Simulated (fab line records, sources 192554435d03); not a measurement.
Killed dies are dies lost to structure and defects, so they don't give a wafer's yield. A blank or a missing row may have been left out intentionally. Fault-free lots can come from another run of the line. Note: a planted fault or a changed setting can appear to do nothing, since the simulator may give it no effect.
Code-filled problem report in 8D (eight disciplines) form | flow n5Finfet | the parts of the form that need people (team, actions taken, sign-off) are left out

## 1. THE PROBLEM
biasW at N5_BEOL_M13_ETCH_59 reads a mean of 134.8 W on 6 wafers of 2 lots; wafers without a fault read 150.0 W with a standard deviation of 0.41. Measured from the usual mean, that is -37 standard deviations.
The step: etches BARC in N2/H2, target depth 89 nm, overetch 26.7 nm, time 67.9 s.
First seen on wafer L381.1, day 12 18:35, on rieDiel-02. The record has a number at this step for 27 wafers belonging to 9 lots. Rule for "out", or "out of limits": more than 4 standard deviations from the usual mean. The other wafers with a number count as sound.

## 2. WHAT IT IS, WHAT IT ISN'T
question                    | is                     | is not
which readings at this step | biasW, rfVppV          | chamberPressureMTorr, drypumpMotorCurrentA, h2FlowSccm, oesProductAu, rfFwdPowerW, showerheadPlenumPTorr, throttleValvePct
which lots                  | L381, L383             | L374, L377, L378, L379, L394, L395, L397
which wafers of those lots  | all that have a number | -
read on which tools         | rieDiel-02             | rieDiel-04
when                        | from day 12 18:35      | up to then (12 sound wafers); but 9 sound wafers of L394, L395, L397 came after

## 3. WHAT RULES OUT EACH SUSPECT
Counting: a tool stays on the suspect list if, at a process step up to the reading, it processed all lots that are out and no sound lot following the first of them.
- plasmaAsher-01 at N5_BEOL_M12_STRIP_64 (strips in N2/H2): ruled out as a lasting fault. Sound lots L397 ran on it after its first lot that is out, L381 (day 12 15:01).
- rieDiel-02 at N5_BEOL_M13_ETCH_59 (etches BARC in N2/H2, target depth 89 nm, overetch 26.7 nm, time 67.9 s): ruled out as a lasting fault. Sound lots L394, L397 ran on it after its first lot that is out, L381 (day 12 18:35).
Left after counting: nothing in the record.

## 4. THE CAUSE (what the simulator had put in)
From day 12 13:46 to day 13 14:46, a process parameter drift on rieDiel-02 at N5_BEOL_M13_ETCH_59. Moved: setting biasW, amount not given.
Counting ruled it out, wrongly.

## 5. SEQUENCE OF EFFECTS, ordered by route
One row per reading whose mean, taken over the struck wafers that have a number, lies over 3 standard deviations from the usual. Only readings for which the record gives a usual standard deviation are gone through. hours: the time from each lot's start at the first step in this table that gives one to its start at this step, as a median over the lots. sigmas: the change in usual standard deviations.
hours | step                | reading | usual   | on struck wafers | change | sigmas
0     | N5_BEOL_M13_ETCH_59 | biasW   | 150.0 W | 134.8            | -15.2  | -37
0     | N5_BEOL_M13_ETCH_59 | rfVppV  | 524.9 V | 491.1            | -33.8  | -15
Its process steps:
- N5_BEOL_M13_ETCH_59: etches BARC in N2/H2, target depth 89 nm, overetch 26.7 nm, time 67.9 s.

## 6. HOW IT WOULD HAVE BEEN CAUGHT EARLIER
5 hours passed between the start of the fault at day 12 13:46 and the first reading out of limits in this record, taken at day 12 18:35.
